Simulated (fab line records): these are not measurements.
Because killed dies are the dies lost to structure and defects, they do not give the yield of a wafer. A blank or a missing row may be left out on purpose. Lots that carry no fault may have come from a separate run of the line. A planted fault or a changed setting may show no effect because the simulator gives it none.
Which tool is to blame? || flow nandHarc || 42 wafers from 14 lots sampled at 5 of the route's 1302 steps

## WHAT THE GAUGES SHOWED, per wafer
NHARC_P_M1_INSPECT_11.
{"lot": "L946", "measured": "day 6 12:50", "on": "defectInspect-02", "rawDefectCount": "3 9 3"}
{"lot": "L947", "measured": "day 6 22:44", "on": "defectInspect-01", "rawDefectCount": "4 6 7"}
{"lot": "L949", "measured": "day 7 23:44", "on": "defectInspect-02", "rawDefectCount": "3 3 2"}
{"lot": "L950", "measured": "day 8 03:50", "on": "defectInspect-02", "rawDefectCount": "3 3 4"}
{"lot": "L951", "measured": "day 8 16:20", "on": "defectInspect-01", "rawDefectCount": "5 3 5"}
{"lot": "L952", "measured": "day 9 07:59", "on": "defectInspect-01", "rawDefectCount": "6 2 2"}
{"lot": "L953", "measured": "day 9 14:53", "on": "defectInspect-02", "rawDefectCount": "1 7 2"}
{"lot": "L954", "measured": "day 10 00:57", "on": "defectInspect-01", "rawDefectCount": "2 2 3"}
{"lot": "L956", "measured": "day 10 17:34", "on": "defectInspect-02", "rawDefectCount": "7 3 8"}
{"lot": "L959", "measured": "day 12 08:37", "on": "defectInspect-02", "rawDefectCount": "5 6 3"}
{"lot": "L958", "measured": "day 12 11:28", "on": "defectInspect-01", "rawDefectCount": "4 7 6"}
{"lot": "L963", "measured": "day 13 17:10", "on": "defectInspect-02", "rawDefectCount": "4 7 4"}
{"lot": "L965", "measured": "day 14 14:47", "on": "defectInspect-01", "rawDefectCount": "1 2 2"}
{"lot": "L968", "measured": "day 15 14:58", "on": "defectInspect-01", "rawDefectCount": "6 2 4"}

NHARC_P_M1_THK_MEAS_24: measures by xrf.
{"lot": "L946", "measured": "day 6 15:19", "on": "filmMetro-01", "thkNm (nm)": "157.6 161.4 156.9"}
{"lot": "L947", "measured": "day 7 01:21", "on": "filmMetro-02", "thkNm (nm)": "158.2 156.7 154.9"}
{"lot": "L949", "measured": "day 8 02:23", "on": "filmMetro-01", "thkNm (nm)": "158.1 156.5 157.4"}
{"lot": "L950", "measured": "day 8 06:20", "on": "filmMetro-02", "thkNm (nm)": "156.8 155.5 158.1"}
{"lot": "L951", "measured": "day 8 18:52", "on": "filmMetro-02", "thkNm (nm)": "157.2 158.5 155.7"}
{"lot": "L952", "measured": "day 9 10:28", "on": "filmMetro-02", "thkNm (nm)": "160.0 158.1 158.5"}
{"lot": "L953", "measured": "day 9 17:22", "on": "filmMetro-02", "thkNm (nm)": "156.4 155.4 154.4"}
{"lot": "L954", "measured": "day 10 03:29", "on": "filmMetro-02", "thkNm (nm)": "159.1 157.6 156.1"}
{"lot": "L956", "measured": "day 10 20:07", "on": "filmMetro-02", "thkNm (nm)": "158.3 156.2 157.9"}
{"lot": "L959", "measured": "day 12 11:38", "on": "filmMetro-01", "thkNm (nm)": "160.7 157.9 156.7"}
{"lot": "L958", "measured": "day 12 13:59", "on": "filmMetro-02", "thkNm (nm)": "159.2 156.8 159.7"}
{"lot": "L963", "measured": "day 13 19:40", "on": "filmMetro-01", "thkNm (nm)": "158.1 117.9 156.8"}
{"lot": "L965", "measured": "day 14 17:22", "on": "filmMetro-02", "thkNm (nm)": "157.0 108.8 109.3"}
{"lot": "L968", "measured": "day 15 17:26", "on": "filmMetro-02", "thkNm (nm)": "157.5 157.6 157.7"}

## WHAT TOOL EACH LOT RAN ON (gives the tool, then ch and the chambers of the sampled wafers, and finally the start)
{"lot": "L946", "NHARC_P_M0_CMP_23": "cmp-03 ch 1,2,3, day 6 10:59", "NHARC_P_M1_ECD_22": "ecdCu-01 ch 0,1, day 6 14:16", "NHARC_P_M1_CMP_23": "cmp-04 ch 0,1, day 6 15:00"}
{"lot": "L947", "NHARC_P_M0_CMP_23": "cmp-03 ch 2,3, day 6 20:41", "NHARC_P_M1_ECD_22": "ecdCu-01 ch 0,1, day 7 00:10", "NHARC_P_M1_CMP_23": "cmp-04 ch 1,2, day 7 01:04"}
{"lot": "L949", "NHARC_P_M0_CMP_23": "cmp-04 ch 0,1,3, day 7 21:46", "NHARC_P_M1_ECD_22": "ecdCu-02 ch 0,1, day 8 01:14", "NHARC_P_M1_CMP_23": "cmp-02 ch 0,1,2, day 8 02:08"}
{"lot": "L950", "NHARC_P_M0_CMP_23": "cmp-03 ch 0,1,3, day 8 01:52", "NHARC_P_M1_ECD_22": "ecdCu-01 ch 0,1, day 8 05:17", "NHARC_P_M1_CMP_23": "cmp-02 ch 0,1, day 8 06:01"}
{"lot": "L951", "NHARC_P_M0_CMP_23": "cmp-03 ch 1,2,3, day 8 14:20", "NHARC_P_M1_ECD_22": "ecdCu-02 ch 0,1, day 8 17:49", "NHARC_P_M1_CMP_23": "cmp-04 ch 1,2,3, day 8 18:33"}
{"lot": "L952", "NHARC_P_M0_CMP_23": "cmp-01 ch 0,2,3, day 9 05:58", "NHARC_P_M1_ECD_22": "ecdCu-01 ch 0,1, day 9 09:25", "NHARC_P_M1_CMP_23": "cmp-03 ch 1,2,3, day 9 10:09"}
{"lot": "L953", "NHARC_P_M0_CMP_23": "cmp-01 ch 0,1,3, day 9 12:57", "NHARC_P_M1_ECD_22": "ecdCu-01 ch 0,1, day 9 16:28", "NHARC_P_M1_CMP_23": "cmp-02 ch 1,2, day 9 17:02"}
{"lot": "L954", "NHARC_P_M0_CMP_23": "cmp-03 ch 0,2,3, day 9 22:57", "NHARC_P_M1_ECD_22": "ecdCu-01 ch 0,1, day 10 02:27", "NHARC_P_M1_CMP_23": "cmp-04 ch 0,1,2, day 10 03:10"}
{"lot": "L956", "NHARC_P_M0_CMP_23": "cmp-01 ch 0,1,3, day 10 15:43", "NHARC_P_M1_ECD_22": "ecdCu-01 ch 0,1, day 10 19:04", "NHARC_P_M1_CMP_23": "cmp-04 ch 0,2,3, day 10 19:47"}
{"lot": "L959", "NHARC_P_M0_CMP_23": "cmp-01 ch 1,2,3, day 12 06:41", "NHARC_P_M1_ECD_22": "ecdCu-02 ch 0,1, day 12 10:41", "NHARC_P_M1_CMP_23": "cmp-04 ch 0,1,2, day 12 11:20"}
{"lot": "L958", "NHARC_P_M0_CMP_23": "cmp-04 ch 0,3, day 12 09:28", "NHARC_P_M1_ECD_22": "ecdCu-01 ch 0,1, day 12 12:58", "NHARC_P_M1_CMP_23": "cmp-04 ch 0,1,3, day 12 13:41"}
{"lot": "L963", "NHARC_P_M0_CMP_23": "cmp-01 ch 0,1, day 13 15:10", "NHARC_P_M1_ECD_22": "ecdCu-01 ch 0,1, day 13 18:47", "NHARC_P_M1_CMP_23": "cmp-02 ch 0,1, day 13 19:22"}
{"lot": "L965", "NHARC_P_M0_CMP_23": "cmp-04 ch 1,2,3, day 14 12:49", "NHARC_P_M1_ECD_22": "ecdCu-01 ch 0,1, day 14 16:20", "NHARC_P_M1_CMP_23": "cmp-03 ch 0,2,3, day 14 17:05"}
{"lot": "L968", "NHARC_P_M0_CMP_23": "cmp-03 ch 0,1,3, day 15 13:07", "NHARC_P_M1_ECD_22": "ecdCu-02 ch 0,1, day 15 16:25", "NHARC_P_M1_CMP_23": "cmp-04 ch 1,2,3, day 15 17:08"}
- NHARC_P_M0_CMP_23: polishes, t overpolish 20 s, target thk 117.54 nm.
- NHARC_P_M1_ECD_22: material Cu, target thk 400 nm.
- NHARC_P_M1_CMP_23: polishes, t overpolish 20 s, target thk 157.82 nm.

## WHAT THE TOOLS THEMSELVES READ (means of the sampled wafers that have a number; where no wafer has one, the mark that the record gives instead)
NHARC_P_M0_CMP_23.
{"lot": "L946", "tool": "cmp-03", "motorCurrentA (A)": 11.6, "padLifeWafers": 146, "slurryFlowMlMin": 150.0, "timeToEndpointS (s)": 31}
{"lot": "L947", "tool": "cmp-03", "motorCurrentA (A)": 12.5, "padLifeWafers": 174, "slurryFlowMlMin": 149.6, "timeToEndpointS (s)": 31}
{"lot": "L949", "tool": "cmp-04", "motorCurrentA (A)": 12.2, "padLifeWafers": 242, "slurryFlowMlMin": 149.6, "timeToEndpointS (s)": 33}
{"lot": "L950", "tool": "cmp-03", "motorCurrentA (A)": 11.9, "padLifeWafers": 284, "slurryFlowMlMin": 150.1, "timeToEndpointS (s)": 33}
{"lot": "L951", "tool": "cmp-03", "motorCurrentA (A)": 11.7, "padLifeWafers": 8, "slurryFlowMlMin": 150.0, "timeToEndpointS (s)": 32}
{"lot": "L952", "tool": "cmp-01", "motorCurrentA (A)": 12.4, "padLifeWafers": 31, "slurryFlowMlMin": 149.9, "timeToEndpointS (s)": 28}
{"lot": "L953", "tool": "cmp-01", "motorCurrentA (A)": 12.4, "padLifeWafers": 51, "slurryFlowMlMin": 150.0, "timeToEndpointS (s)": 32}
{"lot": "L954", "tool": "cmp-03", "motorCurrentA (A)": 12.0, "padLifeWafers": 121, "slurryFlowMlMin": 149.8, "timeToEndpointS (s)": 29}
{"lot": "L956", "tool": "cmp-01", "motorCurrentA (A)": 12.7, "padLifeWafers": 152, "slurryFlowMlMin": 150.3, "timeToEndpointS (s)": 29}
{"lot": "L959", "tool": "cmp-01", "motorCurrentA (A)": 12.7, "padLifeWafers": 290, "slurryFlowMlMin": 150.1, "timeToEndpointS (s)": 30}
{"lot": "L958", "tool": "cmp-04", "motorCurrentA (A)": 12.6, "padLifeWafers": 246, "slurryFlowMlMin": 150.1, "timeToEndpointS (s)": 30}
{"lot": "L963", "tool": "cmp-01", "motorCurrentA (A)": 13.0, "padLifeWafers": 54, "slurryFlowMlMin": 150.4, "timeToEndpointS (s)": 32}
{"lot": "L965", "tool": "cmp-04", "motorCurrentA (A)": 13.0, "padLifeWafers": 74, "slurryFlowMlMin": 150.4, "timeToEndpointS (s)": 29}
{"lot": "L968", "tool": "cmp-03", "motorCurrentA (A)": 12.6, "padLifeWafers": 235, "slurryFlowMlMin": 150.2, "timeToEndpointS (s)": 28}

NHARC_P_M1_CMP_23.
{"lot": "L946", "tool": "cmp-04", "motorCurrentA (A)": 11.8, "padLifeWafers": 86, "slurryFlowMlMin": 149.9, "timeToEndpointS (s)": 33}
{"lot": "L947", "tool": "cmp-04", "motorCurrentA (A)": 12.4, "padLifeWafers": 151, "slurryFlowMlMin": 150.1, "timeToEndpointS (s)": 28}
{"lot": "L949", "tool": "cmp-02", "motorCurrentA (A)": 11.8, "padLifeWafers": 110, "slurryFlowMlMin": 150.0, "timeToEndpointS (s)": 24}
{"lot": "L950", "tool": "cmp-02", "motorCurrentA (A)": 12.3, "padLifeWafers": 122, "slurryFlowMlMin": 149.9, "timeToEndpointS (s)": 26}
{"lot": "L951", "tool": "cmp-04", "motorCurrentA (A)": 13.2, "padLifeWafers": 337, "slurryFlowMlMin": 150.4, "timeToEndpointS (s)": 27}
{"lot": "L952", "tool": "cmp-03", "motorCurrentA (A)": 11.9, "padLifeWafers": 56, "slurryFlowMlMin": 150.0, "timeToEndpointS (s)": 32}
{"lot": "L953", "tool": "cmp-02", "motorCurrentA (A)": 12.2, "padLifeWafers": 258, "slurryFlowMlMin": 150.4, "timeToEndpointS (s)": 25}
{"lot": "L954", "tool": "cmp-04", "motorCurrentA (A)": 11.9, "padLifeWafers": 26, "slurryFlowMlMin": 150.1, "timeToEndpointS (s)": 28}
{"lot": "L956", "tool": "cmp-04", "motorCurrentA (A)": 13.0, "padLifeWafers": 122, "slurryFlowMlMin": 150.3, "timeToEndpointS (s)": 31}
{"lot": "L959", "tool": "cmp-04", "motorCurrentA (A)": 11.5, "padLifeWafers": 260, "slurryFlowMlMin": 149.7, "timeToEndpointS (s)": 28}
{"lot": "L958", "tool": "cmp-04", "motorCurrentA (A)": 12.7, "padLifeWafers": 277, "slurryFlowMlMin": 150.0, "timeToEndpointS (s)": 26}
{"lot": "L963", "tool": "cmp-02", "motorCurrentA (A)": 12.3, "padLifeWafers": 241, "slurryFlowMlMin": 150.3, "timeToEndpointS (s)": 19}
{"lot": "L965", "tool": "cmp-03", "motorCurrentA (A)": 12.1, "padLifeWafers": 164, "slurryFlowMlMin": 150.3, "timeToEndpointS (s)": 12}
{"lot": "L968", "tool": "cmp-04", "motorCurrentA (A)": 12.5, "padLifeWafers": 187, "slurryFlowMlMin": 150.2, "timeToEndpointS (s)": 31}

## THE ANSWER, worked out from the rows above alone
Rule: the lots themselves supply what counts as usual. Put in order of their means at a reading, lots are off if they are a third of the lots or fewer, leave a main group of 4 or more, and stand apart from it by a gap of 3 or more times the standard deviation of the main group's means; of several such gaps the widest counts. If all means in a main group match to the digits the tables above print for the reading, that group is not used. A lot without any number at a reading at which 4 lots or more have one is off too. Where the step has rows for the other lots, those lots are counted as sound. Order of review: gauges by route order, followed by the tools' own readings, for which a lot's mean as printed above is used. The first step at which some lot is off is used, and at that step the reading that is off furthest; a lot without a number counts as furthest.
Off: L963, L965 (NHARC_P_M1_THK_MEAS_24, thkNm). The main group has a mean of 157.5 nm with a standard deviation of 0.96.
If a tool, at a process step before that reading, ran all the lots that are off and no sound lot after the first of them, it fits. The gauges at NHARC_P_M1_THK_MEAS_24 are tried like those tools. One fits: ecdCu-01 at NHARC_P_M1_ECD_22. A fault onset in the window from L958 (day 12 12:58, its last sound lot) to L963 (day 13 18:47, its first lot off) fits.

## WHAT WAS PUT IN BY THE SIMULATOR
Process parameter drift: ecdCu-01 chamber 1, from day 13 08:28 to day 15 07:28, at NHARC_P_M1_ECD_22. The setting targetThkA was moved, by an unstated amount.
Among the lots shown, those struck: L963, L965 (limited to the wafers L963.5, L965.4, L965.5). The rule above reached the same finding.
